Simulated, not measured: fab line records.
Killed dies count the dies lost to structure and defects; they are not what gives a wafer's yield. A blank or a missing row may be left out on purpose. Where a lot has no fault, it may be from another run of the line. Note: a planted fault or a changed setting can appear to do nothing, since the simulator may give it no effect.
Chamber matching || flow n5_finfet || N5_BEOL_M7_ETCH_65 on rie_diel-04 has 4 sister chambers
The step etches SiARC in CF4, target depth 15.6 nm, time 26 s. 8 wafers are shown with their chamber, then 8 later ones without.

== EACH WAFER AND ITS CHAMBER ==
{"wafer": "L080.3", "chamber": 3, "showerhead_plenum_p_Torr (Torr)": 2.26, "etch_rf_on_time_s (s)": 26.8}
{"wafer": "L080.6", "chamber": 0, "showerhead_plenum_p_Torr (Torr)": 2.03, "etch_rf_on_time_s (s)": 26.6}
{"wafer": "L083.4", "chamber": 1, "showerhead_plenum_p_Torr (Torr)": 2.19, "etch_rf_on_time_s (s)": 26.7}
{"wafer": "L083.6", "chamber": 1, "showerhead_plenum_p_Torr (Torr)": 2.19, "etch_rf_on_time_s (s)": 26.9}
{"wafer": "L088.2", "chamber": 3, "showerhead_plenum_p_Torr (Torr)": 2.26, "etch_rf_on_time_s (s)": 26.8}
{"wafer": "L088.4", "chamber": 2, "showerhead_plenum_p_Torr (Torr)": 2.13, "etch_rf_on_time_s (s)": 26.1}
{"wafer": "L088.5", "chamber": 0, "showerhead_plenum_p_Torr (Torr)": 2.02, "etch_rf_on_time_s (s)": 26.4}
{"wafer": "L094.1", "chamber": 2, "showerhead_plenum_p_Torr (Torr)": 2.13, "etch_rf_on_time_s (s)": 25.8}

== WAFERS WITH NO CHAMBER GIVEN ==
{"wafer": "L094.5", "showerhead_plenum_p_Torr (Torr)": 2.26, "etch_rf_on_time_s (s)": 26.5}
{"wafer": "L094.6", "showerhead_plenum_p_Torr (Torr)": 2.13, "etch_rf_on_time_s (s)": 26.0}
{"wafer": "L095.1", "showerhead_plenum_p_Torr (Torr)": 2.12, "etch_rf_on_time_s (s)": 25.8}
{"wafer": "L095.4", "showerhead_plenum_p_Torr (Torr)": 2.12, "etch_rf_on_time_s (s)": 26.0}
{"wafer": "L095.5", "showerhead_plenum_p_Torr (Torr)": 2.25, "etch_rf_on_time_s (s)": 26.3}
{"wafer": "L097.2", "showerhead_plenum_p_Torr (Torr)": 2.12, "etch_rf_on_time_s (s)": 26.5}
{"wafer": "L097.3", "showerhead_plenum_p_Torr (Torr)": 2.25, "etch_rf_on_time_s (s)": 27.1}
{"wafer": "L097.5", "showerhead_plenum_p_Torr (Torr)": 2.12, "etch_rf_on_time_s (s)": 26.5}

== WHICH CHAMBER EACH WENT THROUGH ==
{"wafer": "L094.5", "from the rows above": 3, "in truth": 3}
{"wafer": "L094.6", "from the rows above": 2, "in truth": 2}
{"wafer": "L095.1", "from the rows above": 2, "in truth": 2}
{"wafer": "L095.4", "from the rows above": 2, "in truth": 2}
{"wafer": "L095.5", "from the rows above": 3, "in truth": 3}
{"wafer": "L097.2", "from the rows above": 2, "in truth": 2}
{"wafer": "L097.3", "from the rows above": 3, "in truth": 3}
{"wafer": "L097.5", "from the rows above": 2, "in truth": 2}
Correctly placed: 8 of 8. Number that these rows cannot place: 0. Number placed wrongly: 0.
How it was worked out, from the rows above alone: a wafer's distance from a chamber is the root of the sum, over the readings, of the square of ((its reading less the chamber's mean) divided by the reading's scatter). If the next closest chamber is less than 2 further off than the closest, the wafer can't be placed; otherwise it belongs to the closest. A chamber's mean is the mean of its shown wafers. The scatter: take each reading less its chamber's mean, square it, sum over the shown wafers, divide by the number of wafers less the number of chambers, and take the root.
